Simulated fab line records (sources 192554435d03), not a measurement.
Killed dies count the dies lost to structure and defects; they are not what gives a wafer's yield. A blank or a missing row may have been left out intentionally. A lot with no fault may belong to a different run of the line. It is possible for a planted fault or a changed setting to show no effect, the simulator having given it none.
Lot-split experiment :: flow n5 finfet :: route with 1938 steps; 7 lots, 21 wafers read

== ON THE SPLIT ==
At N5_BEOL_M3_EXPOSE_25 (exposes mask V2, defocus 5 nm), the setting dose mj was moved away from the recipe's 63 on 8 of the 21 wafers read, by -7.4% to +7.3%. This setting was run at the recipe's value on the other wafers.

== FROM THE SPLIT TO THE READING: what the file shows between them, 2 steps ==
- N5_BEOL_M3_PEB_26: peb time 60 s
- N5_BEOL_M3_DEVELOP_27: develop time 30 s

== THE READING ==
cd nm, in nm, at N5_BEOL_M3_CD_MEAS_28 (target cd 25.7 nm, target cd y 23.3 nm). Typical for fault-free wafers on this fab line: 25.67 nm, with standard deviation 0.24 nm.

wafer: L076.1
tool, chamber at the split: euv scanner-02, 0
dose mj as run: 58.36
against the recipe: -7.4%
cd nm, nm: 24.14
against lot-mates on the recipe: -1.77

wafer: L076.2
tool, chamber at the split: euv scanner-02, 0
dose mj as run: 63
against the recipe: recipe
cd nm, nm: 25.81
against lot-mates on the recipe: -

wafer: L076.5
tool, chamber at the split: euv scanner-02, 0
dose mj as run: 63
against the recipe: recipe
cd nm, nm: 26.00
against lot-mates on the recipe: -

wafer: L078.1
tool, chamber at the split: euv scanner-01, 0
dose mj as run: 63
against the recipe: recipe
cd nm, nm: 25.58
against lot-mates on the recipe: -

wafer: L078.3
tool, chamber at the split: euv scanner-01, 0
dose mj as run: 63
against the recipe: recipe
cd nm, nm: 25.64
against lot-mates on the recipe: -

wafer: L078.6
tool, chamber at the split: euv scanner-01, 0
dose mj as run: 59.39
against the recipe: -5.7%
cd nm, nm: 24.84
against lot-mates on the recipe: -0.77

wafer: L081.1
tool, chamber at the split: euv scanner-02, 0
dose mj as run: 63
against the recipe: recipe
cd nm, nm: 25.77
against lot-mates on the recipe: -

wafer: L081.4
tool, chamber at the split: euv scanner-02, 0
dose mj as run: 63
against the recipe: recipe
cd nm, nm: 25.56
against lot-mates on the recipe: -

wafer: L081.5
tool, chamber at the split: euv scanner-02, 0
dose mj as run: 63
against the recipe: recipe
cd nm, nm: 25.60
against lot-mates on the recipe: -

wafer: L086.1
tool, chamber at the split: euv scanner-02, 0
dose mj as run: 63
against the recipe: recipe
cd nm, nm: 25.96
against lot-mates on the recipe: -

wafer: L086.3
tool, chamber at the split: euv scanner-02, 0
dose mj as run: 61.77
against the recipe: -2.0%
cd nm, nm: 25.26
against lot-mates on the recipe: -0.70

wafer: L086.6
tool, chamber at the split: euv scanner-02, 0
dose mj as run: 61.77
against the recipe: -2.0%
cd nm, nm: 25.51
against lot-mates on the recipe: -0.45

wafer: L093.1
tool, chamber at the split: euv scanner-01, 0
dose mj as run: 66.78
against the recipe: +6.0%
cd nm, nm: 27.02
against lot-mates on the recipe: +1.05

wafer: L093.5
tool, chamber at the split: euv scanner-01, 0
dose mj as run: 63
against the recipe: recipe
cd nm, nm: 26.08
against lot-mates on the recipe: -

wafer: L093.6
tool, chamber at the split: euv scanner-01, 0
dose mj as run: 63
against the recipe: recipe
cd nm, nm: 25.86
against lot-mates on the recipe: -

wafer: L094.1
tool, chamber at the split: euv scanner-02, 0
dose mj as run: 65.17
against the recipe: +3.4%
cd nm, nm: 26.29
against lot-mates on the recipe: +0.83

wafer: L094.2
tool, chamber at the split: euv scanner-02, 0
dose mj as run: 63
against the recipe: recipe
cd nm, nm: 25.46
against lot-mates on the recipe: -

wafer: L094.6
tool, chamber at the split: euv scanner-02, 0
dose mj as run: 65.17
against the recipe: +3.4%
cd nm, nm: 26.14
against lot-mates on the recipe: +0.68

wafer: L095.2
tool, chamber at the split: euv scanner-02, 0
dose mj as run: 63
against the recipe: recipe
cd nm, nm: 25.88
against lot-mates on the recipe: -

wafer: L095.3
tool, chamber at the split: euv scanner-02, 0
dose mj as run: 67.61
against the recipe: +7.3%
cd nm, nm: 27.03
against lot-mates on the recipe: +1.48

wafer: L095.4
tool, chamber at the split: euv scanner-02, 0
dose mj as run: 63
against the recipe: recipe
cd nm, nm: 25.21
against lot-mates on the recipe: -

THE FIT
A straight line over all 21 wafers: cd nm changes by +0.187 nm for each +1% of dose mj; r = +0.94; the points scatter about the line by 0.22 nm.
The same after taking each lot's own level away (the mean of its wafers on the recipe; 21 wafers): +0.202 nm for each +1%; r = +0.96; scatter 0.19 nm.
The reading moves by 1.5 nm for the largest change in dose mj, on that fit.
The span of the lots' own levels, 25.460 to 25.970 nm, comes to 2.1 times the standard deviation stated above.
The two slopes are in agreement: the lot-to-lot level therefore moves the slope only a little.
Check: with one of the wafers moved furthest among these (-7.4%) left out of the fit, the line predicts -1.38 nm for it against its lot-mates. It came out at -1.77 nm against them.

== ADDITIONAL SPLITS CARRIED BY THESE WAFERS ==
Other splits were also applied to these wafers ahead of the reading. Each is held against what the fit with the lots' levels taken away leaves over:
other split on the same wafers: N5_MOL_CONTACT_COAG_COAT_75 spin rpm
wafers away from the commonest value: 6
r with cd nm (lot level and that fit taken away): -0.02

other split on the same wafers: N5_BEOL_M0_SAQP_PEB_12 peb time s
wafers away from the commonest value: 6
r with cd nm (lot level and that fit taken away): -0.01

other split on the same wafers: N5_BEOL_M0_SAQP_ETCH_84 time s
wafers away from the commonest value: 6
r with cd nm (lot level and that fit taken away): -0.01

other split on the same wafers: N5_BEOL_M0_ETCH_109 bias w
wafers away from the commonest value: 4
r with cd nm (lot level and that fit taken away): +0.30

other split on the same wafers: N5_BEOL_M1_TRENCH_ETCH_37 source w
wafers away from the commonest value: 5
r with cd nm (lot level and that fit taken away): -0.08

other split on the same wafers: N5_BEOL_M2_ETCH_69 bias w
wafers away from the commonest value: 6
r with cd nm (lot level and that fit taken away): +0.00

other split on the same wafers: N5_BEOL_M2_TRENCH_ETCH_37 bias w
wafers away from the commonest value: 5
r with cd nm (lot level and that fit taken away): +0.00

== FILE'S OWN FIT ==
cd nm changes by +0.199 nm for each +1% of dose mj, r = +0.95.
